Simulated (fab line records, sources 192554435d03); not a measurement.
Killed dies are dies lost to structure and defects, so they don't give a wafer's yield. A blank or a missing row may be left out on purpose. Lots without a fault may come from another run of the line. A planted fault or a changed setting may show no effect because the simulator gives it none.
fab line records | flow n5_finfet
record lots=7 wafers=39
route steps=1938 shown ZERO_LAYER@4 FIN_SAQP@96 SD_EPI_N@273 MOL_CONTACT_COAG@532 BEOL_M0_SAQP@677 BEOL_M2@841
start_h: hours from the record's first day to the start of the lot's first wafer shown | wait_h: hours since the lot's step before | " the same as in the row above | L1.1+2: a row that stands for several wafers | - no value, or no start given | * or withheld: withheld | < > ~ a bound
route shown NAME@n: a module of which the file shows steps, and the number in the route of the first | usual: mean/standard deviation of fault-free wafers | same: alike in all rows | chamber/n: place in a boat | sites: the reading at each site | _std_site: their standard deviation | _edge_site: outer sites' mean less inner sites' | radius_mm: how far each site lies from the wafer's centre | mask NAME#n: copy n | behind: the tool/chamber that last shaped the wafer | hold: why the lot was held/for how many hours/how that ended | device: the transistor (n, p or np) that didn't switch | end of line: the same wafers' tests at the end of the route | a step without rows: its recipe alone | killed: dies lost to structure and defects at the first sort, not the wafer's yield | map: a wafer's dies, x killed, . not, _ none there
set.NAME: the setting as run; set.NAME@STEP: as run at that earlier step | model.NAME: the simulator's own value behind a step, which no gauge read
lots whose settings were changed on purpose; a table a step, a row a wafer
## steps
# step N5_ZERO_LAYER_PECVD_02
# recipe material=SiO2 target_thk_a=100 temp_c=400 precursor=SiH4/N2O pressure_torr=0.75 rf_w=275 time_s=6
# columns lot.wafer tool chamber start_h wait_h set.time_s model.SiO2_of_ZERO_LAYER_PECVD_02.thk_nm
L074.2 pecvd-01 2 12.28 0.0 6 9.593
L074.4 " 2 " " 6 9.85
L074.6 " 1 " " 6 9.997
L076.1 pecvd-04 0 24.28 0.0 7.322 12.1
L076.2 " 2 " " 7.322 12.18
L076.3 " 1 " " 7.322 11.98
L076.4+5 " 0,1 " " 6 10.03
L076.6 " 2 " " 6 10.08
L086.1 pecvd-01 0 84.30 0.0 8.077 13.41
L086.2 " 2 " " 8.077 13.24
L086.3 " 1 " " 8.077 13.25
L086.4 " 2 " " 6 9.84
L086.5 " 1 " " 6 10.18
L086.6 " 0 " " 6 10.13
L090.1 pecvd-04 0 108.47 0.0 4.872 8.01
L090.2 " 2 " " 4.872 8.063
L090.3 " 1 " " 6 9.895
L090.4 " 1 " " 4.872 8.076
L090.5 " 2 " " 6 10.14
L090.6 " 0 " " 6 10.11
L092.1 pecvd-02 1 120.28 0.0 9.023 14.82
L092.2 " 0 " " 9.023 14.93
L092.3 " 0 " " 6 10.07
L092.4 " 1 " " 6 10.02
L092.5 " 0 " " 6 10.15
L092.6 " 1 " " 9.023 15.2
L093.1 pecvd-04 1 126.28 0.0 6 9.848
L093.2 " 0 " " 6 9.807
L093.3 " 2 " " 4.183 6.853
L093.4 " 0 " " 6 9.853
L093.5 " 2 " " 4.183 7.094
L093.6 " 1 " " 4.183 6.963
L096.1 pecvd-02 0 144.28 0.0 6 10
L096.2 " 2 " " 8.427 13.74
L096.3 " 1 " " 6 9.914
L096.4 " 1 " " 6 9.916
L096.5 " 2 " " 8.427 14.07
L096.6 " 0 " " 8.427 14.22
# step N5_FIN_SAQP_HM_DEP_03
# recipe material=SiNx target_thk_a=380 temp_c=400 precursor=SiH4/NH3/N2 pressure_torr=1.5 rf_w=300 time_s=33.6
# columns lot.wafer tool chamber start_h wait_h set.time_s model.SiNx_of_FIN_SAQP_HM_DEP_03.thk_nm
L074.2 pecvd-03 0 21.80 0.2 33.6 37.76
L074.4 " 1 " " 33.6 38.58
L074.6 " 0 " " 33.6 38.79
L076.1 pecvd-03 0 34.13 0.2 48.14 53.98
L076.2 " 1 " " 48.14 54.01
L076.3 " 1 " " 33.6 37.99
L076.4 " 0 " " 48.14 54.4
L076.5 " 0 " " 33.6 38.14
L076.6 " 1 " " 33.6 38.06
L086.1 pecvd-02 0 93.70 0.2 33.6 38.16
L086.2 " 1 " " 24.03 26.94
L086.3 " 2 " " 24.03 27.12
L086.4 " 0 " " 33.6 38.72
L086.5 " 1 " " 33.6 37.73
L086.6 " 2 " " 24.03 27.57
L090.1 pecvd-02 1 117.46 0.2 48.32 53.61
L090.2 " 0 " " 48.32 53.38
L090.3 " 0 " " 48.32 54.49
L090.4+5 " 1 " " 33.6 37.57
L090.6 " 0 " " 33.6 38.21
L092.1 pecvd-03 0 129.05 0.2 49.64 56.04
L092.2 " 2 " " 33.6 38.03
L092.3 " 0 " " 49.64 56.76
L092.4 " 2 " " 49.64 56.62
L092.5 " 2 " " 33.6 38.26
L092.6 " 0 " " 33.6 38.55
L093.1 pecvd-01 1 136.47 0.2 33.6 37.9
L093.2 " 0 " " 33.6 37.33
L093.3 " 2 " " 33.6 38.12
L093.4 " 0 " " 33.6 37.89
L093.5 " 1 " " 33.6 38.62
L093.6 " 2 " " 33.6 38.88
L096.1 pecvd-03 1 155.43 0.2 33.6 37.22
L096.2 " 2 " " 22.62 25.81
L096.3 " 0 " " 22.62 25.89
L096.4 " 2 " " 33.6 38.75
L096.5 " 0 " " 22.62 25.67
L096.6 " 1 " " 33.6 37.95
# step N5_FIN_SAQP_THK_MEAS_05
# usual thk_nm=37.9/0.47
# columns lot.wafer tool chamber start_h wait_h set.time_s@FIN_SAQP_HM_DEP_03 thk_nm
L074.2 film_metro-01 - 21.92 0.1 33.6 37.8
L074.4 " - " " 33.6 38.6
L074.6 " - " " 33.6 38.8
L076.1 film_metro-01 - 34.25 0.1 48.14 54.0
L076.2 " - " " 48.14 54.1
L076.3 " - " " 33.6 38.0
L076.4 " - " " 48.14 54.4
L076.5 " - " " 33.6 38.2
L076.6 " - " " 33.6 38.1
L086.1 film_metro-01 - 93.79 0.1 33.6 38.1
L086.2 " - " " 24.03 26.9
L086.3 " - " " 24.03 27.1
L086.4 " - " " 33.6 38.7
L086.5 " - " " 33.6 37.8
L086.6 " - " " 24.03 27.6
L090.1 film_metro-01 - 117.57 0.1 48.32 53.6
L090.2 " - " " 48.32 53.4
L090.3 " - " " 48.32 54.5
L090.4 " - " " 33.6 37.6
L090.5 " - " " 33.6 37.6
L090.6 " - " " 33.6 38.2
L092.1 film_metro-02 - 129.16 0.1 49.64 56.0
L092.2 " - " " 33.6 38.1
L092.3 " - " " 49.64 56.7
L092.4 " - " " 49.64 56.6
L092.5 " - " " 33.6 38.3
L092.6 " - " " 33.6 38.5
L093.1 film_metro-01 - 136.56 0.1 33.6 38.0
L093.2 " - " " 33.6 37.3
L093.3 " - " " 33.6 38.1
L093.4 " - " " 33.6 37.9
L093.5 " - " " 33.6 38.7
L093.6 " - " " 33.6 38.9
L096.1 film_metro-01 - 155.51 0.1 33.6 37.2
L096.2 " - " " 22.62 25.8
L096.3 " - " " 22.62 25.9
L096.4 " - " " 33.6 38.7
L096.5 " - " " 22.62 25.7
L096.6 " - " " 33.6 37.9
# step N5_FIN_SAQP_PECVD_47
# recipe material=a-Si target_thk_a=450 temp_c=400 precursor=SiH4/He pressure_torr=3 rf_w=100 time_s=36.3
# step N5_FIN_SAQP_PECVD_48
# recipe material=SiNx target_thk_a=250 temp_c=400 precursor=SiH4/NH3/N2 pressure_torr=1.5 rf_w=300 time_s=22.1
# step N5_FIN_SAQP_MANDREL2_REMOVE_60
# recipe chemistry=HBr/Cl2/O2 bt_time_s=10 target=a-Si stop_on=SiNx endpoint=OES-SiCl over_etch_frac=1 icp_w=600 bias_w=22 HBr_flow_sccm=150 Cl2_flow_sccm=80 O2_flow_sccm=5 pressure_mtorr=10
# step N5_FIN_SAQP_HM_OPEN_33
# recipe chemistry=CH3F/O2 target=SiNx mask_material=SiO2 target_depth_a=494 time_s=70.6 pressure_mtorr=30 source_w=395 bias_w=73 Ar_flow_sccm=150 CH3F_flow_sccm=30 O2_flow_sccm=20 ion_energy_ev=120 ends=cleared
# usual etch_rf_on_time_s=69.8/1.7
# columns lot.wafer tool chamber start_h wait_h set.time_s@FIN_SAQP_HM_DEP_03 etch_rf_on_time_s model.etch.depth_nm
L074.2 rie_diel-06 3 28.75 0.1 33.6 69.9 37.13
L074.4 " 1 " " 33.6 70.1 37.96
L074.6 " 3 " " 33.6 71.4 38.11
L076.1 rie_diel-02 1 38.84 0.0 48.14 99.5 53.35
L076.2 " 3 " " 48.14 99.8 53.39
L076.3 " 2 " " 33.6 70.2 37.3
L076.4 " 0 " " 48.14 99.2 53.77
L076.5 " 1 " " 33.6 69.8 37.46
L076.6 " 2 " " 33.6 70.3 37.44
L086.1 rie_diel-06 3 99.62 0.1 33.6 69.8 37.54
L086.2 " 2 " " 24.03 49.8 26.32
L086.3 " 1 " " 24.03 48.6 26.43
L086.4 " 0 " " 33.6 71.4 38.09
L086.5 " 2 " " 33.6 70.3 37.11
L086.6 " 1 " " 24.03 50.0 26.94
L090.1 rie_diel-02 3 123.88 0.0 48.32 97.3 52.98
L090.2 " 0 " " 48.32 95.0 52.75
L090.3 " 2 " " 48.32 100.7 53.86
L090.4 " 1 " " 33.6 68.0 36.89
L090.5 " 1 " " 33.6 68.4 36.95
L090.6 " 0 " " 33.6 67.7 37.53
L092.1 rie_diel-06 2 134.20 0.0 49.64 105.7 55.41
L092.2 " 0 " " 33.6 71.0 37.4
L092.3 " 1 " " 49.64 105.0 56.08
L092.4 " 3 " " 49.64 105.0 55.96
L092.5 " 0 " " 33.6 71.3 37.63
L092.6 " 1 " " 33.6 71.2 37.92
L093.1 rie_diel-05 2 141.90 0.1 33.6 70.3 37.28
L093.2 " 0 " " 33.6 65.9 36.64
L093.3 " 1 " " 33.6 71.3 37.47
L093.4 " 3 " " 33.6 70.6 37.26
L093.5 " 3 " " 33.6 72.1 37.99
L093.6 " 2 " " 33.6 72.3 38.25
L096.1 rie_diel-05 3 161.99 0.0 33.6 69.3 36.6
L096.2 " 2 " " 22.62 47.8 25.18
L096.3 " 1 " " 22.62 48.1 25.21
L096.4 " 1 " " 33.6 72.5 38.12
L096.5 " 2 " " 22.62 47.4 25.04
L096.6 " 3 " " 33.6 70.5 37.32
# step N5_FIN_SAQP_ETCH_34
# recipe chemistry=C4F6/O2 target=SiO2 target_depth_a=450 time_s=15 ion_energy_ev=250 pressure_mtorr=30 source_w=345 bias_w=185 Ar_flow_sccm=300 C4F6_flow_sccm=10 O2_flow_sccm=10 ends=cleared
# columns lot.wafer tool chamber start_h wait_h set.time_s@FIN_SAQP_HM_DEP_03 model.SiNx_of_FIN_SAQP_HM_DEP_03.thk_nm
L074.2 rie_diel-06 3 28.82 0.0 33.6 34.2
L074.4 " 1 " " 33.6 35
L074.6 " 3 " " 33.6 35.2
L076.1+2 rie_diel-02 1,3 38.91 0.0 48.14 50.4
L076.3 " 2 " " 33.6 34.4
L076.4 " 0 " " 48.14 50.8
L076.5+6 " 1,2 " " 33.6 34.6
L086.1 rie_diel-06 3 99.69 0.0 33.6 34.6
L086.2 " 2 " " 24.03 23.4
L086.3 " 1 " " 24.03 23.6
L086.4 " 0 " " 33.6 35.2
L086.5 " 2 " " 33.6 34.2
L086.6 " 1 " " 24.03 24
L090.1 rie_diel-02 3 123.95 0.0 48.32 50
L090.2 " 0 " " 48.32 49.8
L090.3 " 2 " " 48.32 51
L090.4+5 " 1 " " 33.6 34
L090.6 " 0 " " 33.6 34.6
L092.1 rie_diel-06 2 134.27 0.0 49.64 52.6
L092.2 " 0 " " 33.6 34.6
L092.3 " 1 " " 49.64 53.2
L092.4 " 3 " " 49.64 53
L092.5 " 0 " " 33.6 34.8
L092.6 " 1 " " 33.6 35
L093.1+4 rie_diel-05 2,3 141.97 0.0 33.6 34.4
L093.2 " 0 " " 33.6 33.6
L093.3 " 1 " " 33.6 34.6
L093.5 " 3 " " 33.6 35
L093.6 " 2 " " 33.6 35.4
L096.1 rie_diel-05 3 162.06 0.0 33.6 33.6
L096.2+3+5 " 2,1,2 " " 22.62 22.2
L096.4 " 1 " " 33.6 35.2
L096.6 " 3 " " 33.6 34.4
# step N5_SD_EPI_N_DESCUM_14
# recipe chemistry=O2 time_s=7.9 source_power_w=50 bias_power_w=20 pressure_mtorr=20 rf_frequency_hz=2.712e+07 temp_c=40 resist=CAR-ArF-block o2_flow_sccm=225
# columns lot.wafer tool chamber start_h wait_h set.time_s model.CAR-ArF-block_of_SD_EPI_N_COAT_03.thk_nm
L074.2+4 rie_diel-06 1,0 54.50 0.0 7.9 143.6
L074.6 " 1 " " 7.9 144.2
L076.1 rie_diel-05 1 61.38 0.0 7.9 144.2
L076.2+4 " 0,2 " " 10.32 142.6
L076.3 " 3 " " 7.9 144.4
L076.5 " 3 " " 7.9 144.6
L076.6 " 0 " " 10.32 142.8
L086.1+2+3+5 rie_diel-05 2,0,3,3 121.32 0.0 7.9 144.4
L086.4 " 1 " " 7.9 144.6
L086.6 " 2 " " 7.9 144.2
L090.1 rie_diel-06 2 147.08 0.0 12.4 140.2
L090.2 " 1 " " 12.4 141
L090.3+6 " 3,1 " " 7.9 143.2
L090.4 " 3 " " 7.9 143.4
L090.5 " 2 " " 12.4 140.4
L092.1 rie_diel-02 3 158.24 1.2 7.9 143.6
L092.2 " 1 " " 12.04 141
L092.3 " 0 " " 7.9 143.8
L092.4 " 2 " " 12.04 141.4
L092.5 " 3 " " 7.9 143.4
L092.6 " 2 " " 12.04 141.2
L093.1+4+5+6 rie_diel-06 1,0,1,0 165.25 0.2 7.9 143.4
L093.2 " 2 " " 7.9 143.2
L093.3 " 3 " " 7.9 143.8
L096.1 rie_diel-05 2 183.80 0.0 7.9 143.4
L096.2+3+6 " 1,0,1 " " 9.254 142.2
L096.4 " 3 " " 7.9 143.2
L096.5 " 0 " " 7.9 143.6
# step N5_MOL_CONTACT_COAG_ETCH_106
# recipe chemistry=N2/H2 target=SOC target_depth_a=800 overetch_a=160 mask_material=SiARC temp_c=40 time_s=120 ion_energy_ev=200 pressure_mtorr=30 source_w=840 bias_w=150 n2_flow_sccm=200 h2_flow_sccm=200
# columns lot.wafer tool chamber start_h wait_h set.target_depth_a model.SiARC_of_MOL_CONTACT_COAG_COAT_104.thk_nm model.MOL_CONTACT_COAG.cd_offset_nm
L074.2 rie_diel-05 2 92.60 0.0 800 6.6 -0.2
L074.4+6 " 1,3 " " 800 6.4 0.2
L076.1 rie_diel-02 3 99.65 0.0 800 6.2 -0.2
L076.2 " 0 " " 586.7 7.4 -0.4
L076.3 " 2 " " 800 6.4 0
L076.4 " 3 " " 800 6.2 0
L076.5 " 2 " " 586.7 7.6 -0.4
L076.6 " 0 " " 586.7 7.4 -0.6
L086.1+2 rie_diel-06 2,0 160.61 0.0 663 7.4 -0.4
L086.3 " 1 " " 800 6.2 0
L086.4 " 3 " " 800 6.4 0.2
L086.5 " 0 " " 663 7.4 -0.2
L086.6 " 3 " " 800 6.4 0.4
L090.1 rie_diel-06 3 186.45 0.0 1097 4.8 0.6
L090.2 " 0 " " 800 6.8 0
L090.3 " 1 " " 1097 4.6 0.6
L090.4 " 2 " " 1097 5 0.6
L090.5 " 3 " " 800 6.6 0
L090.6 " 0 " " 800 6.8 -0.2
L092.1+3 rie_diel-06 2,0 197.64 0.0 800 6.6 0
L092.2 " 1 " " 800 6 0
L092.4 " 3 " " 800 6.4 0
L092.5 " 1 " " 800 6.2 0
L092.6 " 0 " " 800 6.6 0.2
L093.1 rie_diel-05 0 203.16 0.0 1038 4.2 0.8
L093.2 " 3 " " 1038 4.8 0.8
L093.3 " 2 " " 1038 5.2 1
L093.4 " 1 " " 800 6.4 -0.2
L093.5 " 3 " " 800 6.2 0.2
L093.6 " 2 " " 800 6.4 0
L096.1 rie_diel-06 1 222.63 0.0 800 6.4 0.2
L096.2 " 2 " " 800 6.6 0
L096.3 " 3 " " 800 6.6 0.2
L096.4+5 " 0 " " 964.8 5.8 0.4
L096.6 " 3 " " 964.8 5.6 0.6
# step N5_BEOL_M0_SAQP_SPACER2_ETCHBACK_27
# recipe chemistry=CHF3/O2 mode=anisotropic_etchback target=SiO2 target_depth_a=225 time_s=11.25 pressure_mtorr=30 source_w=650 bias_w=170 Ar_flow_sccm=200 CHF3_flow_sccm=50 O2_flow_sccm=5 ion_energy_ev=200
# columns lot.wafer tool chamber start_h wait_h set.time_s
L074.2+4+6 rie_diel-04 2,3,2 114.93 0.3 11.25
L076.1+5+6 rie_diel-01 2,0,3 121.87 0.3 11.25
L076.2+3+4 " 1,0,3 " " 6.486
L086.1+5+6 rie_diel-01 1,3,2 184.29 0.3 6.036
L086.2+3+4 " 2,3,0 " " 11.25
L090.1+2+3+4+5+6 rie_diel-01 0,2,1,1,0,2 212.08 0.3 11.25
L092.1+3+6 rie_diel-03 1,2,2 224.17 0.3 11.25
L092.2+4+5 " 3,0,3 " " 4.946
L093.1+3+4 rie_diel-04 3,0,2 228.73 0.4 11.25
L093.2+5+6 " 1,0,3 " " 8.296
L096.1+2+5 rie_diel-04 2,3,2 243.22 0.3 16.84
L096.3+4+6 " 1,0,1 " " 11.25
# step N5_BEOL_M0_SAQP_MANDREL2_REMOVE_110
# recipe chemistry=HBr/Cl2/O2 bt_time_s=10 target=a-Si stop_on=SiCN endpoint=OES-SiCl over_etch_frac=1 icp_w=600 bias_w=30 HBr_flow_sccm=150 Cl2_flow_sccm=80 O2_flow_sccm=5 pressure_mtorr=10
# usual oes_product_au=0.991/0.02
# columns lot.wafer tool chamber start_h wait_h set.time_s@BEOL_M0_SAQP_SPACER2_ETCHBACK_27 oes_product_au
L074.2 rie_si-02 1 115.01 0.1 11.25 0.968
L074.4 " 0 " " 11.25 0.992
L074.6 " 3 " " 11.25 0.985
L076.1 rie_si-06 1 121.96 0.1 11.25 1.029
L076.2 " 2 " " 6.486 0.384
L076.3 " 3 " " 6.486 0.373
L076.4 " 0 " " 6.486 0.372
L076.5 " 0 " " 11.25 0.981
L076.6 " 1 " " 11.25 1.023
L086.1 rie_si-05 2 184.38 0.1 6.036 0.384
L086.2 " 0 " " 11.25 0.965
L086.3 " 3 " " 11.25 0.975
L086.4 " 1 " " 11.25 0.971
L086.5 " 2 " " 6.036 0.373
L086.6 " 1 " " 6.036 0.376
L090.1 rie_si-05 0 212.17 0.1 11.25 0.966
L090.2 " 1 " " 11.25 0.965
L090.3 " 2 " " 11.25 1.010
L090.4 " 3 " " 11.25 0.987
L090.5 " 2 " " 11.25 1.014
L090.6 " 1 " " 11.25 0.972
L092.1 rie_si-02 0 224.26 0.1 11.25 0.996
L092.2 " 2 " " 4.946 0.388
L092.3 " 1 " " 11.25 0.970
L092.4 " 3 " " 4.946 0.379
L092.5 " 3 " " 4.946 0.372
L092.6 " 2 " " 11.25 1.016
L093.1 rie_si-02 2 228.81 0.1 11.25 1.013
L093.2 " 0 " " 8.296 1.003
L093.3 " 1 " " 11.25 0.974
L093.4 " 3 " " 11.25 0.997
L093.5 " 0 " " 8.296 0.990
L093.6 " 1 " " 8.296 0.978
L096.1 rie_si-05 0 243.31 0.1 16.84 0.962
L096.2 " 3 " " 16.84 0.977
L096.3 " 1 " " 11.25 0.977
L096.4 " 1 " " 11.25 0.988
L096.5 " 3 " " 16.84 0.987
L096.6 " 0 " " 11.25 0.957
# step N5_BEOL_M2_ILD_DEP_00
# recipe material=SiOC target_thk_a=790 temp_c=350 precursor=DEMS/O2 pressure_torr=5 rf_w=500 time_s=15.3
# columns lot.wafer tool chamber start_h wait_h set.target_thk_a model.SiOC_of_BEOL_M2_ILD_DEP_00.thk_nm
L074.2 pecvd-03 1 135.72 0.0 790 77.4
L074.4 " 1 " " 790 78.8
L074.6 " 1 " " 790 77.6
L076.1 pecvd-03 0 141.81 0.0 537.5 53.8
L076.2 " 2 " " 537.5 53.2
L076.3 " 1 " " 790 78.4
L076.4 " 0 " " 790 81.4
L076.5 " 2 " " 537.5 54.6
L076.6 " 1 " " 790 79
L086.1+4 pecvd-02 2,0 200.28 0.0 790 78.8
L086.2 " 0 " " 790 77.8
L086.3 " 1 " " 790 78.2
L086.5 " 2 " " 790 79.4
L086.6 " 1 " " 790 79.6
L090.1 pecvd-03 1 238.02 0.0 328 31.8
L090.2 " 2 " " 790 77.4
L090.3 " 0 " " 328 33
L090.4 " 2 " " 790 78.4
L090.5 " 0 " " 790 79.8
L090.6 " 1 " " 328 32.6
L093.1 pecvd-02 2 246.23 0.0 1078 107.8
L093.2 " 0 " " 790 77.8
L093.3 " 1 " " 790 79.2
L093.4 " 2 " " 1078 109.4
L093.5 " 0 " " 1078 108.6
L093.6 " 1 " " 790 80.6
L092.1 pecvd-02 2 250.75 0.0 790 78.4
L092.2 " 0 " " 790 77.6
L092.3 " 1 " " 790 78.2
L092.4 " 2 " " 1017 102.4
L092.5 " 1 " " 1017 102.6
L092.6 " 0 " " 1017 102
L096.1 pecvd-02 1 257.63 0.0 790 79
L096.2 " 2 " " 790 79.2
L096.3 " 0 " " 542 52.8
L096.4+5 " 1,0 " " 542 55.2
L096.6 " 2 " " 790 80
# step N5_BEOL_M2_THK_MEAS_01
# recipe reads=SiOC_of_BEOL_M2_ILD_DEP_00
# usual M2_ILD_THK=78.9/1.1
# columns lot.wafer tool chamber start_h wait_h set.target_thk_a@BEOL_M2_ILD_DEP_00 M2_ILD_THK[nm]
L074.2 film_metro-01 - 135.80 0.1 790 77.4
L074.4 " - " " 790 78.9
L074.6 " - " " 790 77.5
L076.1 film_metro-02 - 141.88 0.0 537.5 53.8
L076.2 " - " " 537.5 53.2
L076.3 " - " " 790 78.5
L076.4 " - " " 790 81.4
L076.5 " - " " 537.5 54.5
L076.6 " - " " 790 79.0
L086.1 film_metro-02 - 200.35 0.0 790 78.6
L086.2 " - " " 790 77.8
L086.3 " - " " 790 78.3
L086.4 " - " " 790 78.8
L086.5 " - " " 790 79.5
L086.6 " - " " 790 79.6
L090.1 film_metro-01 - 238.08 0.0 328 31.7
L090.2 " - " " 790 77.3
L090.3 " - " " 328 32.8
L090.4 " - " " 790 78.3
L090.5 " - " " 790 79.7
L090.6 " - " " 328 32.7
L093.1 film_metro-01 - 246.30 0.0 1078 107.8
L093.2 " - " " 790 77.8
L093.3 " - " " 790 79.2
L093.4 " - " " 1078 109.4
L093.5 " - " " 1078 108.7
L093.6 " - " " 790 80.7
L092.1 film_metro-01 - 250.81 0.0 790 78.4
L092.2 " - " " 790 77.7
L092.3 " - " " 790 78.2
L092.4 " - " " 1017 102.4
L092.5 " - " " 1017 102.6
L092.6 " - " " 1017 102.0
L096.1 film_metro-02 - 257.70 0.0 790 79.0
L096.2 " - " " 790 79.2
L096.3 " - " " 542 52.9
L096.4 " - " " 542 55.3
L096.5 " - " " 542 55.2
L096.6 " - " " 790 79.9
# step N5_BEOL_M2_DEP_57
# recipe material=SiCN target_thk_a=80 temp_c=withheld precursor=3MS/NH3 pressure_torr=3 rf_w=202 time_s=14
# columns lot.wafer tool chamber start_h wait_h set.target_thk_a model.SiCN_of_BEOL_M2_DEP_57.thk_nm
L074.2 pecvd-02 0 143.83 0.0 80 8
L074.4+6 " 2,1 " " 80 8.2
L076.1 pecvd-02 1 150.59 0.0 116.4 11.4
L076.2 " 2 " " 80 8
L076.3 " 0 " " 80 7.8
L076.4+5 " 0,1 " " 116.4 11.6
L076.6 " 2 " " 80 8.2
L086.1 pecvd-01 1 211.82 0.0 95.63 9.2
L086.2 " 0 " " 80 7.8
L086.3+6 " 0 " " 95.63 9.6
L086.4+5 " 1 " " 80 8
L090.1+4 pecvd-02 2,1 261.84 0.0 80 7.8
L090.2+3+5+6 " 0,1,0,2 " " 80 8
L093.1+2+3+4+5+6 pecvd-01 1,2,0,2,1,0 271.06 0.0 80 8
L096.1+3 pecvd-03 0,2 279.24 0.0 80 7.8
L096.2+6 " 1,0 " " 34.27 3.4
L096.4 " 2 " " 34.27 3.2
L096.5 " 1 " " 80 8
L092.1 pecvd-01 1 282.75 0.0 80 7.8
L092.2 " 2 " " 62.92 6.4
L092.3 " 0 " " 62.92 6
L092.4+6 " 2,1 " " 80 8
L092.5 " 0 " " 62.92 6.2
## key
split step=N5_ZERO_LAYER_PECVD_02 setting=time_s stated=6 by=wafer
response step=N5_ZERO_LAYER_PECVD_02 reading=model.SiO2_of_ZERO_LAYER_PECVD_02.thk_nm change=+0.0973 per=1% r=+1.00
split step=N5_FIN_SAQP_HM_DEP_03 setting=time_s stated=33.6 by=wafer
response step=N5_FIN_SAQP_HM_DEP_03 reading=model.SiNx_of_FIN_SAQP_HM_DEP_03.thk_nm change=+0.375 per=1% r=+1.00
response step=N5_FIN_SAQP_THK_MEAS_05 reading=thk_nm change=* per=1% r=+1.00
response step=N5_FIN_SAQP_HM_OPEN_33 reading=etch_rf_on_time_s change=* per=1% r=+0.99
response step=N5_FIN_SAQP_HM_OPEN_33 reading=model.etch.depth_nm change=+0.375 per=1% r=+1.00
response step=N5_FIN_SAQP_ETCH_34 reading=model.SiNx_of_FIN_SAQP_HM_DEP_03.thk_nm change=+0.374 per=1% r=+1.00
split step=N5_SD_EPI_N_DESCUM_14 setting=time_s stated=7.9 by=wafer
response step=N5_SD_EPI_N_DESCUM_14 reading=model.CAR-ArF-block_of_SD_EPI_N_COAT_03.thk_nm change=-0.0492 per=1% r=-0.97
split step=N5_MOL_CONTACT_COAG_ETCH_106 setting=target_depth_a stated=800 by=wafer
response step=N5_MOL_CONTACT_COAG_ETCH_106 reading=model.SiARC_of_MOL_CONTACT_COAG_COAT_104.thk_nm change=-0.0504 per=1% r=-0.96
response step=N5_MOL_CONTACT_COAG_ETCH_106 reading=model.MOL_CONTACT_COAG.cd_offset_nm change=+0.0209 per=1% r=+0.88
split step=N5_BEOL_M0_SAQP_SPACER2_ETCHBACK_27 setting=time_s stated=11.25 by=wafer
response step=N5_BEOL_M0_SAQP_MANDREL2_REMOVE_110 reading=oes_product_au shape=bent at_lowest=0.380 at_stated=0.987 at_highest=0.975
split step=N5_BEOL_M2_ILD_DEP_00 setting=target_thk_a stated=790 by=wafer
response step=N5_BEOL_M2_ILD_DEP_00 reading=model.SiOC_of_BEOL_M2_ILD_DEP_00.thk_nm change=+0.801 per=1% r=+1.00
response step=N5_BEOL_M2_THK_MEAS_01 reading=M2_ILD_THK change=+0.8 per=1% r=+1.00
split step=N5_BEOL_M2_DEP_57 setting=target_thk_a stated=80 by=wafer
response step=N5_BEOL_M2_DEP_57 reading=model.SiCN_of_BEOL_M2_DEP_57.thk_nm change=+0.0788 per=1% r=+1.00
